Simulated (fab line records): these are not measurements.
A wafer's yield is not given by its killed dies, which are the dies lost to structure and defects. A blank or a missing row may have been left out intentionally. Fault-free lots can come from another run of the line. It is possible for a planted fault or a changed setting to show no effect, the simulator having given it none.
Which tool is to blame? | flow n5 finfet | 23 wafers from 8 lots sampled at 4 of the route's 1938 steps

== WHAT EACH GAUGE READ, for each wafer ==
N5_BEOL_M13_CD_MEAS_28 targets a cd of 209.5 nm.
lot  | measured     | on        | cd nm (nm)
L341 | day 10 10:41 | cd sem-01 | 207.0 208.8 209.0
L343 | day 11 04:02 | cd sem-01 | 209.7 208.4
L346 | day 12 05:41 | cd sem-02 | 208.6 210.1 209.0
L347 | day 12 09:44 | cd sem-02 | 207.8 206.6 209.0
L350 | day 13 01:40 | cd sem-01 | 209.4 210.4 210.3
L352 | day 13 06:43 | cd sem-03 | 209.1 209.2 209.9
L354 | day 14 02:42 | cd sem-03 | 222.0 223.3 219.9
L357 | day 14 20:37 | cd sem-01 | 221.7 220.5 222.4

== WHICH TOOL RAN EACH LOT (tool, then ch and the chambers of the sampled wafers, then the start) ==
lot  | N5_BEOL_M13_ILD_DEP_00          | N5_BEOL_M13_STRIP_63                 | N5_BEOL_M13_EXPOSE_25
L341 | pecvd-02 ch 0,1, day 10 09:17   | plasma asher-02 ch 0,1, day 10 10:08 | krf scanner-01 ch 0, day 10 10:30
L343 | pecvd-04 ch 0,1, day 11 02:09   | plasma asher-02 ch 0,1, day 11 03:22 | krf scanner-02 ch 0, day 11 03:52
L346 | pecvd-02 ch 0,1,2, day 12 04:02 | plasma asher-02 ch 0,1, day 12 05:02 | krf scanner-02 ch 0, day 12 05:31
L347 | pecvd-02 ch 0,1, day 12 07:55   | plasma asher-02 ch 0,1, day 12 09:13 | krf scanner-02 ch 0, day 12 09:34
L350 | pecvd-04 ch 1,2, day 13 00:09   | plasma asher-02 ch 0,1, day 13 01:08 | krf scanner-02 ch 0, day 13 01:30
L352 | pecvd-04 ch 0,1,2, day 13 05:11 | plasma asher-01 ch 0,1, day 13 06:04 | krf scanner-01 ch 0, day 13 06:32
L354 | pecvd-04 ch 0,1,2, day 14 00:54 | plasma asher-01 ch 0,1, day 14 02:10 | krf scanner-02 ch 0, day 14 02:32
L357 | pecvd-01 ch 1,2, day 14 18:55   | plasma asher-01 ch 0,1, day 14 19:58 | krf scanner-02 ch 0, day 14 20:28
- N5_BEOL_M13_ILD_DEP_00: deposits SiOC from DEMS/O2, target thk 837.92 nm, time 166.4 s.
- N5_BEOL_M13_STRIP_63: strips in N2/H2.
- N5_BEOL_M13_EXPOSE_25: exposes mask M13, target cd 210 nm.

== THE ANSWER, worked out from the rows above alone ==
Rule: what is usual is taken from the lots themselves. The widest of any qualifying gaps counts: lots, ordered by their means at a reading, are off when they make up no more than a third of the lots, leave a main group of 4 or more, and stand apart from it by 3 or more times the standard deviation of that group's means. Not used: any main group whose means are identical at the precision the tables above print for the reading. A lot without any number at a reading at which 4 lots or more have one is off too. The other lots that the step has rows for count as sound.
Off: L354, L357, at N5_BEOL_M13_CD_MEAS_28 (cd nm). The main group has a mean of 209.0 nm with a standard deviation of 0.74.
If a tool, at a process step before that reading, ran all the lots that are off and no sound lot after the first of them, it fits. Gauges at N5_BEOL_M13_CD_MEAS_28: tried the same way as those tools. Can't be told from this: 2 tools fit, plasma asher-01 at N5_BEOL_M13_STRIP_63, krf scanner-02 at N5_BEOL_M13_EXPOSE_25.

== WHAT THE SIMULATOR PUT IN ==
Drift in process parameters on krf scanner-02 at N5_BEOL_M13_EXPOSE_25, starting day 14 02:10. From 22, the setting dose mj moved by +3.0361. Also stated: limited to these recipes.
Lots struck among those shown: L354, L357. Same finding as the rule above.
